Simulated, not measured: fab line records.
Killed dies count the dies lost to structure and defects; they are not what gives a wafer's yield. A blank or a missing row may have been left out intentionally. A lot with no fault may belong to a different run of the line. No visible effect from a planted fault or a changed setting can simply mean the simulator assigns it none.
Chamber matching ; flow n5Finfet ; 3 sister chambers for N5_BEOL_M8_DEP_56 on pecvd-02
The step deposits SiCN from 3MS/NH3, target thk 10 nm, time 17.5 s. 14 wafers are shown with their chamber, then 7 later ones without.

== WAFERS WITH THEIR CHAMBER ==
wafer;chamber;throttleValvePct (%);showerheadPlenumPTorr (Torr);chamberPressureTorr (Torr)
L078.4;1;8.4;3.653;3.015
L078.5;2;8.4;3.664;2.993
L078.6;0;9.7;3.654;3.003
L080.2;0;9.4;3.642;3.003
L080.3;1;8.3;3.649;3.004
L080.5;2;8.5;3.658;3.003
L084.2;1;8.3;3.653;2.993
L084.5;2;8.7;3.661;3.000
L084.6;0;9.5;3.645;3.011
L088.4;2;8.7;3.666;2.990
L088.5;0;9.5;3.650;3.005
L088.6;1;8.7;3.658;2.999
L091.1;2;8.7;3.671;2.998
L091.2;1;8.4;3.655;2.997

SIGNATURES (averages over the wafers above)
reading;chamber 0;chamber 1;chamber 2;scatter within a chamber
throttleValvePct;9.525;8.420;8.600;0.146
showerheadPlenumPTorr;3.64775;3.65360;3.66400;0.00453
chamberPressureTorr;3.00550;3.00160;2.99680;0.00633
Rule: distance of a wafer from a chamber = root of the sum over the readings of ((wafer's reading minus chamber's mean) / reading's scatter) squared. If the next closest chamber is less than 2 further off than the closest, the wafer can't be placed; otherwise it belongs to the closest. How the scatter is found: for the shown wafers, subtract from each reading the mean of its chamber, square and add these, divide the total by (wafers less chambers), then take the root.

== WAFERS WHOSE CHAMBER IS MISSING ==
wafer;throttleValvePct (%);showerheadPlenumPTorr (Torr);chamberPressureTorr (Torr)
L091.3;9.4;3.645;3.001
L094.1;8.4;3.650;3.005
L094.2;9.6;3.649;3.007
L094.6;8.5;3.663;2.996
L097.4;8.2;3.654;3.003
L097.5;8.5;3.653;3.016
L097.6;9.5;3.642;3.005

== EACH ONE'S CHAMBER ==
wafer;from the rows above;in truth
L091.3;0;0
L094.1;1;1
L094.2;0;0
L094.6;can't be placed: 2 or 1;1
L097.4;1;1
L097.5;can't be placed: 1 or 2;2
L097.6;0;0
Correct placement for 5 of the 7. Cannot be placed on the basis of these rows: 2; the candidates contain the true chamber in 2. Placed wrongly: 0.
